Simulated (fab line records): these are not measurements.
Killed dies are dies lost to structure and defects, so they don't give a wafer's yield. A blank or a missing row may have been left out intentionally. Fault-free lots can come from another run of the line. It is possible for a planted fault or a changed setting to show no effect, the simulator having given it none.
fab line records    flow n5-finfet
[record] lots = 7  wafers = 21
route steps=1938 shown BEOL_M14@1742 BEOL_M15@1819 MIM_BOT_LITHO@1858 PASSIVATION@1915
start-h: the number of hours between the record's first day and the start of the first shown wafer of the lot    wait-h: hours since the lot's step before    " same as the row above    L1.1+2: a row that stands for several wafers    - no value, or no start was given    * or withheld: withheld    < > ~ a bound
route shown NAME@n: NAME is a module with steps in the file, n the number in the route of the first one    usual: average and standard deviation across the fault-free wafers    same: alike in all rows    chamber/n: place in a boat    sites: the reading at each site    _std_site: the standard deviation of these    _edge_site: outer sites' mean less inner sites'    radius-mm: how far each site lies from the wafer's centre    mask NAME#n: copy n    behind: tool/chamber where the wafer was last shaped    hold: what put the lot on hold/how long, in hours/how the hold closed    device: which transistor (n, p or np) failed to switch    end of line: the route-end tests of the same wafers    step lacking rows: just its recipe    killed: at the first sort, the dies lost to defects and structure; wafer yield is something else    map: a wafer's dies, marking killed ones x, the rest . and places with no die _
set.NAME: the setting that was run; set.NAME@STEP: the one run at that earlier step    model.NAME: the simulator's own value behind a step, which no gauge read
lots where settings were altered on purpose, with a table for each step and a row for each wafer
[[steps]]
[step N5_BEOL_M14_EXPOSE_25]
[recipe] mask-id = M14  na = 0.8  source-shape = annular  sigma-inner = 0.5  sigma-outer = 0.8  polarization = unpolarized  target-cd-nm = 280  dose-mj = 26.6
lot.wafer   tool            chamber  start-h  wait-h  mask   set.dose-mj
L074.1      krf-scanner-02  0        259.19   -       M14#0  26.6
L074.3+4    "               0        "        "       M14#0  25.54
L077.1+2    krf-scanner-01  0        271.65   -       M14#0  26.6
L077.4      "               0        "        "       M14#0  24.93
L080.3+5    krf-scanner-01  0        288.52   -       M14#0  27.54
L080.4      "               0        "        "       M14#0  26.6
L085.2+3+4  krf-scanner-01  0        325.11   -       M14#0  26.6
L092.1+4    krf-scanner-01  0        360.12   -       M14#0  25.65
L092.2      "               0        "        "       M14#0  26.6
L093.1+4    krf-scanner-02  0        374.69   -       M14#0  24.64
L093.3      "               0        "        "       M14#0  26.6
L095.1+2    krf-scanner-02  0        375.59   -       M14#0  27.24
L095.5      "               0        "        "       M14#0  26.6
[step N5_BEOL_M14_PEB_26]
[recipe] peb-temp-c = 130  peb-time-s = 90
[step N5_BEOL_M14_DEVELOP_27]
[recipe] develop-time-s = 45  rinse-liquid = diw  dry = air-spin  dev-temp-c = 21
[step N5_BEOL_M14_HARDBAKE_32]
[recipe] temp-c = 130  time-s = 120
[step N5_BEOL_M14_CD_MEAS_28]
[recipe] target-cd-nm = 284.4  landing-energy-ev = 500  detector = se-inlens
[usual] cd-nm = 284.4/2.4
lot.wafer  tool       chamber  start-h  wait-h  set.dose-mj@BEOL_M14_EXPOSE_25  cd-nm
L074.1     cd-sem-01  0        259.36   -       26.6                            284.7
L074.3     "          0        "        "       25.54                           280.1
L074.4     "          0        "        "       25.54                           280.6
L077.1     cd-sem-02  0        271.82   -       26.6                            286.9
L077.2     "          0        "        "       26.6                            283.1
L077.4     "          0        "        "       24.93                           278.2
L080.3     cd-sem-02  0        288.68   -       27.54                           290.8
L080.4     "          0        "        "       26.6                            279.1
L080.5     "          0        "        "       27.54                           291.3
L085.2     cd-sem-02  0        325.28   -       26.6                            286.4
L085.3     "          0        "        "       26.6                            286.4
L085.4     "          0        "        "       26.6                            283.8
L092.1     cd-sem-03  0        360.29   -       25.65                           275.9
L092.2     "          0        "        "       26.6                            281.1
L092.4     "          0        "        "       25.65                           276.5
L093.1     cd-sem-01  0        374.86   -       24.64                           272.5
L093.3     "          0        "        "       26.6                            286.4
L093.4     "          0        "        "       24.64                           275.2
L095.1     cd-sem-01  0        375.76   -       27.24                           286.1
L095.2     "          0        "        "       27.24                           289.3
L095.5     "          0        "        "       26.6                            286.3
[step N5_BEOL_M14_DESCUM_33]
[recipe] chemistry = O2  time-s = 7.9  source-power-w = 50  bias-power-w = 20  pressure-mtorr = 20  rf-frequency-hz = 2.712e+07  temp-c = 40  o2-flow-sccm = 225
lot.wafer  tool         chamber  start-h  wait-h  set.dose-mj@BEOL_M14_EXPOSE_25  model.BEOL_M14.cd-nm
L074.1     rie-diel-03  1        259.45   0.0     26.6                            284.4
L074.3     "            3        "        "       25.54                           280.2
L074.4     "            0        "        "       25.54                           280.6
L077.1     rie-diel-03  2        271.91   0.0     26.6                            287.2
L077.2     "            1        "        "       26.6                            282.8
L077.4     "            3        "        "       24.93                           278.2
L080.3     rie-diel-01  1        288.81   0.1     27.54                           291
L080.4     "            0        "        "       26.6                            279.2
L080.5     "            0        "        "       27.54                           291.6
L085.2     rie-diel-03  0        325.39   0.1     26.6                            286.6
L085.3     "            2        "        "       26.6                            286.4
L085.4     "            1        "        "       26.6                            284
L092.1     rie-diel-01  0        360.38   0.0     25.65                           276.2
L092.2     "            1        "        "       26.6                            281.2
L092.4     "            1        "        "       25.65                           276.6
L093.1     rie-diel-04  1        374.95   0.0     24.64                           272.6
L093.3     "            0        "        "       26.6                            286.8
L093.4     "            3        "        "       24.64                           275
L095.1     rie-diel-01  2        377.30   1.5     27.24                           286.2
L095.2     "            1        "        "       27.24                           289.4
L095.5     "            0        "        "       26.6                            286.6
[step N5_BEOL_M14_ETCH_67]
[recipe] chemistry = CF4  target = SiARC  target-depth-a = 1430  time-s = 238.3  ion-energy-ev = 80  pressure-mtorr = 40  source-w = 545  bias-w = 36  Ar_flow_sccm = 100  cf4-flow-sccm = 100  ends = cleared
lot.wafer  tool         chamber  start-h  wait-h  set.dose-mj@BEOL_M14_EXPOSE_25  model.BEOL_M14.cd-nm
L074.1     rie-diel-03  1        259.48   0.0     26.6                            280.8
L074.3     "            3        "        "       25.54                           275.8
L074.4     "            0        "        "       25.54                           276
L077.1     rie-diel-03  2        271.95   0.0     26.6                            281.6
L077.2     "            1        "        "       26.6                            279.2
L077.4     "            3        "        "       24.93                           273.4
L080.3     rie-diel-01  1        288.84   0.0     27.54                           287.6
L080.4     "            0        "        "       26.6                            274.6
L080.5     "            0        "        "       27.54                           286.8
L085.2     rie-diel-03  0        325.42   0.0     26.6                            282.6
L085.3     "            2        "        "       26.6                            281.8
L085.4     "            1        "        "       26.6                            280.2
L092.1     rie-diel-01  0        360.41   0.0     25.65                           271.2
L092.2     "            1        "        "       26.6                            277.2
L092.4     "            1        "        "       25.65                           272.4
L093.1     rie-diel-04  1        374.99   0.0     24.64                           268.2
L093.3     "            0        "        "       26.6                            282.6
L093.4     "            3        "        "       24.64                           270.8
L095.1     rie-diel-01  2        377.34   0.0     27.24                           282.4
L095.2     "            1        "        "       27.24                           285.4
L095.5     "            0        "        "       26.6                            281.4
[step N5_BEOL_M14_ETCH_68]
[recipe] chemistry = N2/H2  target = SOC  mask-material = SiARC  source-w = 3000  bias-w = 350  temp-c = 40  time-s = 450  ion-energy-ev = 200  pressure-mtorr = 30  n2-flow-sccm = 200  h2-flow-sccm = 200
lot.wafer  tool         chamber  start-h  wait-h  set.dose-mj@BEOL_M14_EXPOSE_25  model.BEOL_M14.cd-nm
L074.1     rie-diel-03  1        259.63   0.1     26.6                            281.4
L074.3     "            3        "        "       25.54                           275.6
L074.4     "            0        "        "       25.54                           273.2
L077.1     rie-diel-03  2        272.09   0.1     26.6                            282.8
L077.2     "            1        "        "       26.6                            280.4
L077.4     "            3        "        "       24.93                           274.4
L080.3     rie-diel-01  1        288.99   0.1     27.54                           289.6
L080.4     "            0        "        "       26.6                            275
L080.5     "            0        "        "       27.54                           287
L085.2     rie-diel-03  0        325.57   0.1     26.6                            282
L085.3     "            2        "        "       26.6                            282.6
L085.4     "            1        "        "       26.6                            282.4
L092.1     rie-diel-01  0        360.56   0.1     25.65                           270.6
L092.2     "            1        "        "       26.6                            279.2
L092.4     "            1        "        "       25.65                           274
L093.1     rie-diel-04  1        375.13   0.1     24.64                           270.6
L093.3     "            0        "        "       26.6                            283
L093.4     "            3        "        "       24.64                           270.8
L095.1     rie-diel-01  2        377.48   0.1     27.24                           284.2
L095.2     "            1        "        "       27.24                           288.2
L095.5     "            0        "        "       26.6                            279.4
[step N5_BEOL_M15_SPUTTER_43]
[recipe] material = TaN  target-thk-a = 150  temp-c = 50  bias-v = 168.6  power-w = 15000  chamber-pressure-pa = 0.12  time-s = 24.19
lot.wafer  tool            chamber  start-h  wait-h  set.power-w  model.TaN_of_BEOL_M15_SPUTTER_43.thk-nm
L074.1     pvd-sputter-01  -        271.60   0.0     15000        15.4
L074.3+4   "               -        "        "       13150        13
L077.1     pvd-sputter-03  -        280.31   0.0     13670        14
L077.2     "               -        "        "       13670        13.4
L077.4     "               -        "        "       15000        14.8
L080.3     pvd-sputter-03  -        297.77   0.0     15000        14.6
L080.4     "               -        "        "       17240        17.6
L080.5     "               -        "        "       15000        14.8
L085.2+4   pvd-sputter-01  -        336.57   0.0     15000        14.8
L085.3     "               -        "        "       15000        15.2
L092.1     pvd-sputter-02  -        369.03   0.0     15000        15
L092.2     "               -        "        "       13470        13.4
L092.4     "               -        "        "       13470        13.6
L093.1+4   pvd-sputter-02  -        382.85   0.0     15000        15.2
L093.3     "               -        "        "       13470        13.4
L095.1     pvd-sputter-03  -        384.74   0.0     16500        16.8
L095.2+5   "               -        "        "       15000        15
[step N5_MIM_BOT_LITHO_EXPOSE_05]
[recipe] mask-id = MIM_BOT  na = 0.55  source-shape = conventional  sigma-outer = 0.8  polarization = unpolarized  dose-mj = 24.25
lot.wafer   tool            chamber  start-h  wait-h  mask       set.dose-mj
L074.1+4    krf-scanner-02  0        279.15   -       MIM_BOT#0  22.45
L074.3      "               0        "        "       MIM_BOT#0  24.25
L077.1+4    krf-scanner-01  0        288.34   -       MIM_BOT#0  24.25
L077.2      "               0        "        "       MIM_BOT#0  23.3
L080.3+4    krf-scanner-01  0        303.09   -       MIM_BOT#0  23.04
L080.5      "               0        "        "       MIM_BOT#0  24.25
L085.2+3+4  krf-scanner-02  0        341.58   -       MIM_BOT#0  24.25
L092.1+2    krf-scanner-01  0        377.72   -       MIM_BOT#0  22.57
L092.4      "               0        "        "       MIM_BOT#0  24.25
L093.1+3    krf-scanner-02  0        390.08   -       MIM_BOT#0  23.58
L093.4      "               0        "        "       MIM_BOT#0  24.25
L095.1+2+5  krf-scanner-01  0        390.56   -       MIM_BOT#0  24.25
[step N5_MIM_BOT_LITHO_PEB_06]
[recipe] peb-temp-c = withheld  peb-time-s = *
[step N5_MIM_BOT_LITHO_DEVELOP_07]
[recipe] develop-time-s = 60  rinse-liquid = diw  dry = air-spin  dev-temp-c = 21
[step N5_MIM_BOT_LITHO_HARDBAKE_09]
[recipe] temp-c = 130  time-s = 120
[step N5_MIM_BOT_LITHO_CD_MEAS_08]
[recipe] target-cd-nm = 3000  landing-energy-ev = 500  detector = se-inlens  polarity = opening
[usual] cd-nm = 2999.7/1.8
lot.wafer  tool       chamber  start-h  wait-h  set.dose-mj@MIM_BOT_LITHO_EXPOSE_05  cd-nm
L074.1     cd-sem-02  0        279.32   -       22.45                                2985.8
L074.3     "          0        "        "       24.25                                2996.8
L074.4     "          0        "        "       22.45                                2980.4
L077.1     cd-sem-01  0        288.52   -       24.25                                2999.6
L077.2     "          0        "        "       23.3                                 2992.7
L077.4     "          0        "        "       24.25                                2999.8
L080.3     cd-sem-01  0        303.26   -       23.04                                2991.4
L080.4     "          0        "        "       23.04                                2988.6
L080.5     "          0        "        "       24.25                                2999.6
L085.2     cd-sem-02  0        341.75   -       24.25                                3001.1
L085.3     "          0        "        "       24.25                                3000.9
L085.4     "          0        "        "       24.25                                3000.1
L092.1     cd-sem-02  0        377.90   -       22.57                                2986.8
L092.2     "          0        "        "       22.57                                2985.4
L092.4     "          0        "        "       24.25                                3000.6
L093.1     cd-sem-03  0        390.26   -       23.58                                2993.7
L093.3     "          0        "        "       23.58                                2993.0
L093.4     "          0        "        "       24.25                                2999.4
L095.1     cd-sem-02  0        390.74   -       24.25                                2998.8
L095.2     "          0        "        "       24.25                                3000.9
L095.5     "          0        "        "       24.25                                3000.1
[step N5_PASSIVATION_PECVD_53]
[recipe] material = SiO2  target-thk-a = 8000  temp-c = 400  precursor = TEOS/O2  pressure-torr = 6.5  rf-w = withheld  teos-flow-sccm = withheld  gas = O2  flow-sccm = 2650  time-s = 169.4
lot.wafer  tool      chamber  start-h  wait-h  set.temp-c  model.SiO2_of_PASSIVATION_PECVD_53.thk-nm
L074.1     pecvd-04  0        288.20   0.0     400         788.6
L074.3     "         1        "        "       400         787.4
L074.4     "         2        "        "       415.1       699
L077.1     pecvd-02  1        293.64   0.0     400         785.8
L077.2     "         0        "        "       400         793.4
L077.4     "         0        "        "       382.1       915.6
L080.3     pecvd-02  2        310.88   0.0     400         808.4
L080.4     "         0        "        "       400         834.8
L080.5     "         2        "        "       400         821
L085.2     pecvd-04  0        349.46   0.0     400         790
L085.3     "         1        "        "       400         796.8
L085.4     "         2        "        "       400         780.2
L092.1     pecvd-02  0        385.14   0.0     400         799
L092.2     "         2        "        "       400         797.8
L092.4     "         2        "        "       400         807.4
L093.1     pecvd-03  1        395.28   0.0     400         797.6
L093.3     "         0        "        "       400         797.8
L093.4     "         0        "        "       400         812.2
L095.1     pecvd-04  2        395.98   0.0     400         793
L095.2     "         0        "        "       400         806.2
L095.5     "         1        "        "       407.9       762.4
[step N5_PASSIVATION_PECVD_35]
[recipe] material = SiNx  target-thk-a = 7000  temp-c = 400  precursor = SiH4/NH3/N2  pressure-torr = 4.9  rf-w = 1406  time-s = 151.3
lot.wafer  tool      chamber  start-h  wait-h  set.time-s  model.SiNx_of_PASSIVATION_PECVD_35.thk-nm
L074.1     pecvd-04  0        288.31   0.1     151.3       692.6
L074.3     "         1        "        "       151.3       686.2
L074.4     "         2        "        "       151.3       698.6
L077.1     pecvd-02  1        293.75   0.1     151.3       688
L077.2     "         0        "        "       128.9       594
L077.4     "         0        "        "       128.9       598.8
L080.3     pecvd-02  2        310.99   0.1     151.3       693
L080.4     "         0        "        "       129.3       604.8
L080.5     "         2        "        "       129.3       595.6
L085.2     pecvd-04  0        349.57   0.1     151.3       680.2
L085.3     "         1        "        "       151.3       691.4
L085.4     "         2        "        "       151.3       694.2
L092.1     pecvd-02  0        385.30   0.1     151.3       697.6
L092.2     "         2        "        "       173.2       783.8
L092.4     "         2        "        "       151.3       703.4
L093.1     pecvd-03  1        395.39   0.1     151.3       689.6
L093.3     "         0        "        "       151.3       705
L093.4     "         0        "        "       151.3       707.8
L095.1     pecvd-04  2        396.09   0.1     151.3       699
L095.2     "         0        "        "       151.3       700
L095.5     "         1        "        "       151.3       721.4
[[key]]
[split] step = N5_BEOL_M14_EXPOSE_25  setting = dose-mj  stated = 26.6  by = wafer
[response] step = N5_BEOL_M14_CD_MEAS_28  reading = cd-nm  change = +1.54  per = 1%  r = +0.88
[response] step = N5_BEOL_M14_DESCUM_33  reading = model.BEOL_M14.cd-nm  change = +1.54  per = 1%  r = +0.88
[response] step = N5_BEOL_M14_ETCH_67  reading = model.BEOL_M14.cd-nm  change = +1.63  per = 1%  r = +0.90
[response] step = N5_BEOL_M14_ETCH_68  reading = model.BEOL_M14.cd-nm  change = +1.79  per = 1%  r = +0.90
[split] step = N5_BEOL_M15_SPUTTER_43  setting = power-w  stated = 15000  by = wafer
[response] step = N5_BEOL_M15_SPUTTER_43  reading = model.TaN_of_BEOL_M15_SPUTTER_43.thk-nm  change = +0.176  per = 1%  r = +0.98
[split] step = N5_MIM_BOT_LITHO_EXPOSE_05  setting = dose-mj  stated = 24.25  by = wafer
[response] step = N5_MIM_BOT_LITHO_CD_MEAS_08  reading = cd-nm  change = +1.95  per = 1%  r = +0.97
[split] step = N5_PASSIVATION_PECVD_53  setting = temp-c  stated = 400  by = wafer
[response] step = N5_PASSIVATION_PECVD_53  reading = model.SiO2_of_PASSIVATION_PECVD_53.thk-nm  change = -25.5  per = 1%  r = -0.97
[split] step = N5_PASSIVATION_PECVD_35  setting = time-s  stated = 151.3  by = wafer
[response] step = N5_PASSIVATION_PECVD_35  reading = model.SiNx_of_PASSIVATION_PECVD_35.thk-nm  change = +6.11  per = 1%  r = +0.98
